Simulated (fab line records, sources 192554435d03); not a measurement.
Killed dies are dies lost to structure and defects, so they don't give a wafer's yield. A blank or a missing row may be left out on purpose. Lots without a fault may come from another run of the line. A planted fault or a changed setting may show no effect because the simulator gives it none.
Chamber matching | flow n5_finfet | N5_BEOL_M9_ETCH_66 on rie_diel-03: 4 sister chambers
The step etches SOC in N2/H2, target depth 80 nm, overetch 16 nm, time 120 s. 14 wafers are shown with their chamber, then 7 later ones without.

WAFERS WITH THEIR CHAMBER
wafer  | chamber | drypump_motor_current_A (A) | showerhead_plenum_p_Torr (Torr) | throttle_valve_pct (%)
L077.1 | 3       | 5.47                        | 2.47                            | 18.1
L077.2 | 1       | 6.34                        | 2.64                            | 17.5
L077.6 | 1       | 6.32                        | 2.64                            | 17.6
L082.4 | 2       | 5.74                        | 2.68                            | 17.5
L082.5 | 1       | 6.29                        | 2.63                            | 17.6
L082.6 | 0       | 5.61                        | 2.60                            | 17.9
L087.1 | 0       | 5.61                        | 2.59                            | 17.9
L087.4 | 1       | 6.34                        | 2.63                            | 17.6
L087.5 | 0       | 5.62                        | 2.59                            | 17.9
L088.1 | 1       | 6.31                        | 2.63                            | 17.6
L088.3 | 3       | 5.45                        | 2.46                            | 18.2
L088.6 | 3       | 5.46                        | 2.46                            | 18.2
L091.2 | 1       | 6.37                        | 2.62                            | 17.6
L091.4 | 2       | 5.72                        | 2.67                            | 17.5

SIGNATURES (means of the wafers above)
reading                  | chamber 0 | chamber 1 | chamber 2 | chamber 3 | scatter within a chamber
drypump_motor_current_A  | 5.6133    | 6.3283    | 5.7300    | 5.4600    | 0.0209
showerhead_plenum_p_Torr | 2.5933    | 2.6317    | 2.6750    | 2.4633    | 0.00683
throttle_valve_pct       | 17.900    | 17.583    | 17.500    | 18.167    | 0.0387
Rule: a wafer's distance from a chamber is the root of the sum, over the readings, of the square of ((its reading less the chamber's mean) divided by the reading's scatter). The wafer belongs to the nearest chamber; if the next one is less than 2 further off, it can't be placed. The scatter: the root of (the sum of the squares of (reading less its chamber's mean) over the shown wafers, divided by (wafers less chambers)).

WAFERS WITHOUT THEIR CHAMBER
wafer  | drypump_motor_current_A (A) | showerhead_plenum_p_Torr (Torr) | throttle_valve_pct (%)
L091.5 | 5.46                        | 2.45                            | 18.2
L097.2 | 5.45                        | 2.45                            | 18.2
L097.3 | 6.30                        | 2.62                            | 17.6
L097.5 | 6.35                        | 2.62                            | 17.6
L095.2 | 6.37                        | 2.62                            | 17.6
L095.3 | 5.73                        | 2.67                            | 17.5
L095.5 | 5.46                        | 2.45                            | 18.2

WHICH CHAMBER EACH WENT THROUGH
wafer  | from the rows above | in truth
L091.5 | 3                   | 3
L097.2 | 3                   | 3
L097.3 | 1                   | 1
L097.5 | 1                   | 1
L095.2 | 1                   | 1
L095.3 | 2                   | 2
L095.5 | 3                   | 3
Placed correctly: 7 of 7. Can't be placed from these rows: 0. Placed wrongly: 0.
